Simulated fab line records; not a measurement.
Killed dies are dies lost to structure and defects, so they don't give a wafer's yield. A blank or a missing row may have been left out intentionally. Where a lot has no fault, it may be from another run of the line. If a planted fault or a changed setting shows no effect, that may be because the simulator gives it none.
A lot that was struck, set against a sound lot    flow nandHarc    14 out of 1302 route steps
Sound: these wafers, L539.1, L539.2, L539.5. Struck: wafers L548.1, L548.4, L548.6. The cause is named last.
Per side, at each step with rows, come the tool, then ch with its chambers, and then its first start. Under that, the readings that differ: sound wafers    struck wafers    difference of the means    sigmas: that difference in standard deviations of wafers without a fault.
alike: readings whose means differ by less than 2 such deviations, and words and numbers that are the same on both sides. not compared: withheld readings, readings that some wafer has no value for, bounds like >300 that may hide the same value, and numbers for which the record gives no deviation and whose values overlap.
Wherever a step has rows on one side only, a row that says differs or no value, or a row with sigmas, the two part there. Numbers that have no deviation but don't overlap get no sigmas and don't part them. A reading missing from all wafers of one side parts the sides only when that side holds two or more wafers.

first, 1 step without rows for these wafers: NHARC_A_ONON_D1_DEP_00 (target thk 1000 nm).
NHARC_A_ONON_D1_THK_MEAS_02: measures by ellipsometry.
  struck on filmMetro-01, day 14 19:07; sound on filmMetro-02, day 10 20:34
reading     sound           struck       difference  sigmas
thkNm (nm)  1013 1014 1014  991 993 991  -22         -2
next comes 1 step that has no rows for these wafers: NHARC_A_ONON_D1_DEP_03 (target thickness 1000 nm).
NHARC_A_ONON_D1_THK_MEAS_05: measures by ellipsometry.
  struck on filmMetro-02, day 14 19:41; sound on filmMetro-02, day 10 21:09
  alike: thkNm
next comes 1 step that has no rows for these wafers: NHARC_A_ONON_D1_DEP_06 (target thickness 1000 nm).
NHARC_A_ONON_D1_THK_MEAS_08: measures by ellipsometry.
  struck on filmMetro-02, day 14 20:14; sound on filmMetro-02, day 10 21:43
reading     sound           struck       difference  sigmas
thkNm (nm)  1015 1014 1015  989 990 989  -25         -2
next comes 1 step that has no rows for these wafers: NHARC_A_ONON_D1_DEP_09 (target thickness 1000 nm).
NHARC_A_ONON_D1_THK_MEAS_11: measures by ellipsometry.
  struck on filmMetro-01, day 14 20:49; sound on filmMetro-01, day 10 22:17
  alike: thkNm
next comes 1 step that has no rows for these wafers: NHARC_A_ONON_D1_DEP_12 (target thickness 1000 nm).
NHARC_A_ONON_D1_THK_MEAS_14: measures by ellipsometry.
  struck on filmMetro-01, day 14 21:22; sound on filmMetro-02, day 10 22:51
  alike: thkNm
then, 1 step without rows for these wafers: NHARC_A_ONON_D1_ANNEAL_15 (time 3600 s).
NHARC_A_ONON_D1_DEP_16: target thk 1000 nm.
  sound on pecvdOnon-02 ch 0, day 11 06:35; struck on pecvdOnon-02 ch 0, day 15 05:28
  alike: n2oFlowSccm, sih4FlowSccm
NHARC_A_ONON_D1_THK_MEAS_18: measures by ellipsometry.
  struck on filmMetro-01, day 15 05:58; sound on filmMetro-01, day 11 07:05
reading     sound           struck          difference  sigmas
thkNm (nm)  1011 1012 1012  1088 1089 1090  +77         +10
next comes 1 step that has no rows for these wafers: NHARC_A_ONON_D1_DEP_19 (target thickness 1000 nm).

## WHERE THEY PART
At NHARC_A_ONON_D1_THK_MEAS_02 first; at NHARC_A_ONON_D1_THK_MEAS_18 last (within this record only).

WHY: what the simulator had put in
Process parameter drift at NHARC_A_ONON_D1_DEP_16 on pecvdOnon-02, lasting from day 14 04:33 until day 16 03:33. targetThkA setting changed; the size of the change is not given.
